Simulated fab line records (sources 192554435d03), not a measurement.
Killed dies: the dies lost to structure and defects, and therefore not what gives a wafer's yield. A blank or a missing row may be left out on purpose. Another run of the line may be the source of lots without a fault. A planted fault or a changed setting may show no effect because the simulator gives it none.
8D (eight disciplines) problem report, filled in by code -- flow n5-finfet -- the parts of the form that need people (team, actions taken, sign-off) are left out

## 1. WHAT WENT WRONG
head-pressure-psi at N5_MOL_CONTACT_COAG_CMP_28 reads a mean of 4.947 psi on 2 wafers of 2 lots; wafers without a fault read 4.150 psi with a standard deviation of 0.0087. Relative to the usual mean, that is a shift of +92 standard deviations.
The step: polishes, stops on SiNx, t overpolish 0.85 s, target thk 14.522 nm.
Seen first at day 8 14:29 on cmp-02, wafer L375.2. The record holds 36 wafers of 12 lots with a number at this step. Rule for "out", or "out of limits": more than 4 standard deviations from the usual mean. All remaining wafers that have a number are taken as sound.

## 2. WHAT IT IS AND WHAT IT IS NOT
question,is,is not
which readings at this step,head-pressure-psi,"motor-current-A, time-to-endpoint-s"
which lots,"L375, L376","L361, L365, L366, L368, L369, L377, L379, L380, L381, L382"
which wafers of those lots,"L375.2, L376.2","L375.5, L375.6, L376.4, L376.5"
read on which tools,cmp-02,"cmp-01, cmp-03"
when,from day 8 14:29,"up to then (17 sound wafers); but 17 sound wafers of L376, L377, L379, L380, L381, L382 came after"

## 3. WHAT RULES OUT EACH SUSPECT
Counting: any tool at a process step up to the reading remains a suspect provided it ran every lot that is out. Sound lots after the first of them don't rule it out here, since some wafers of a struck lot are sound.
- cmp-02 at N5_MOL_CONTACT_COAG_CMP_28 (polishes, stops on SiNx, t overpolish 0.85 s, target thk 14.522 nm): kept. Ran every lot that is out, first one L375 (day 8 14:29); last sound lot up to then L368 (day 6 20:01). Its own head-pressure-psi readings are out on those wafers.
- At N5_MOL_CONTACT_COAG_CMP_28, inside cmp-02: chamber 0 took the wafers that are out, while their sound lot-mates went through chambers 1, 2, 3.
Left after counting: cmp-02 at N5_MOL_CONTACT_COAG_CMP_28.

## 4. THE CAUSE (what the simulator had put in)
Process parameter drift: cmp-02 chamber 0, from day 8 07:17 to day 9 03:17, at N5_MOL_CONTACT_COAG_CMP_28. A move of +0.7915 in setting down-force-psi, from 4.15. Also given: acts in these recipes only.
The count eliminated every tool but this one.

## 5. THE EFFECT CHAIN, in route order
Each row: a reading where the mean over the struck wafers with a number is more than 3 standard deviations away from the usual. Only readings for which the record gives a usual standard deviation are gone through. hours: the time from each lot's start at the first step in this table that gives one to its start at this step, as a median over the lots. sigmas: the change in usual standard deviations.
hours,step,reading,usual,on struck wafers,change,sigmas
0,N5_MOL_CONTACT_COAG_CMP_28,head-pressure-psi,4.150 psi,4.947,+0.797,+92
Here are the process steps it includes:
- N5_MOL_CONTACT_COAG_CMP_28: polishes, stops on SiNx, t overpolish 0.85 s, target thk 14.522 nm.
Later steps that measure or inspect, where all struck wafers having a row at the step show a number for every such reading and not one has moved that far: N5_MOL_CONTACT_COAG_THK_MEAS_29.

## 6. WHAT WOULD HAVE CAUGHT IT SOONER
First out-of-limits reading in this record: day 8 14:29, which is 7 hours after fault onset at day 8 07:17.
